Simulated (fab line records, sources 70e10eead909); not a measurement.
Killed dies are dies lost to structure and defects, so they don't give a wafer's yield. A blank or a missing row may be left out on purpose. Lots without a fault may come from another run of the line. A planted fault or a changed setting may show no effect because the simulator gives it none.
A struck lot beside a sound one | flow nand_harc | 14 steps out of a route of 1159
Sound: wafers L912.1, L912.3, L912.4. Struck: wafers L923.1, L923.2, L923.5. The cause comes at the end.
At each step with rows: each side's tool, then ch and its chambers, then its first start. Under that, the readings that differ: sound wafers | struck wafers | difference of the means | sigmas: that difference in standard deviations of wafers without a fault.
alike: readings whose means differ by less than 2 such deviations, and words and numbers that are the same on both sides. not compared: withheld readings, readings that some wafer has no value for, bounds like >300 that may hide the same value, and numbers for which the record gives no deviation and whose values overlap.
The two part at a step that has a row with sigmas, a row that says differs or no value, or rows on one side only. Numbers that don't overlap but have no deviation are shown without sigmas and don't part them. A reading that every wafer of one side lacks parts them only if that side has two wafers or more.

first, 1 step without rows for these wafers: NHARC_A_CONTACT_STRIP_27 (strips in post etch residue remover, time 600 s).
NHARC_A_CONTACT_ALD_18: deposits TiN, target thk 3 nm, pulse time 1 s, ald cycles 150.
  sound on ald_metal-04 ch 0,1,2, day 18 08:32; struck on ald_metal-02 ch 1,2,3, day 21 02:59
  alike: heater_power_w, precursor_pulse_height_rel
NHARC_A_CONTACT_CVD_19: deposits W, target thk 300 nm, time 802 s.
  sound on cvd_w-02 ch 0,1; struck on cvd_w-02 ch 0,1
  alike: heater_power_w, throttle_valve_pct
NHARC_A_CONTACT_CMP_20: polishes, t overpolish 30 s, target thk 300 nm.
  sound on cmp-04 ch 0,1,3, day 18 09:37; struck on cmp-01 ch 0,1,2, day 21 09:59
  alike: motor_current_A, overpolish_run_s, retaining_ring_pressure_frac, time_to_endpoint_s
then, 1 step without rows for these wafers: NHARC_A_CONTACT_SRD_22.
NHARC_A_CONTACT_INSPECT_23:
  sound on defect_inspect-02, day 18 10:01; struck on defect_inspect-01, day 21 10:20
  alike: raw_defect_count
then, 5 steps without rows for these wafers: NHARC_A_BLC_DEHYDRATE_00 (time 120 s); NHARC_A_BLC_HMDS_01 (time 30 s); NHARC_A_BLC_COAT_02 (time 75 s); NHARC_A_BLC_COAT_03 (time 65 s); NHARC_A_BLC_COAT_04 (resist thk 90 nm).
NHARC_A_BLC_SOFTBAKE_05: time 55 s.
  sound on litho_track-06 ch 0, day 18 10:00; struck on litho_track-06 ch 0, day 21 10:00
  reading                  | sound                | struck               | difference | sigmas
  heater_power_total_W (W) | 188.47 188.46 188.60 | 178.05 177.82 177.75 | -10.64     | -82
then, 1 step without rows for these wafers: NHARC_A_BLC_EBR_06.
-- the record jumps here: 2 days lie between the struck wafers' starts before and after (it left off in module A_BLC and takes up again in module END, whose first step shown is number 1159 of the route) --
NHARC_END_SORT_01:
  the record has rows for the struck wafers here (prober-02 ch 0, day 23 15:46) and none for the sound ones

WHERE THEY PART
First at NHARC_A_BLC_SOFTBAKE_05; last, within this record, at NHARC_END_SORT_01.

WHY: what the simulator had put in
Process parameter drift: litho_track-06, from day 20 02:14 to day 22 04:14, at NHARC_A_BLC_SOFTBAKE_05. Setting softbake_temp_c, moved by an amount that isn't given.
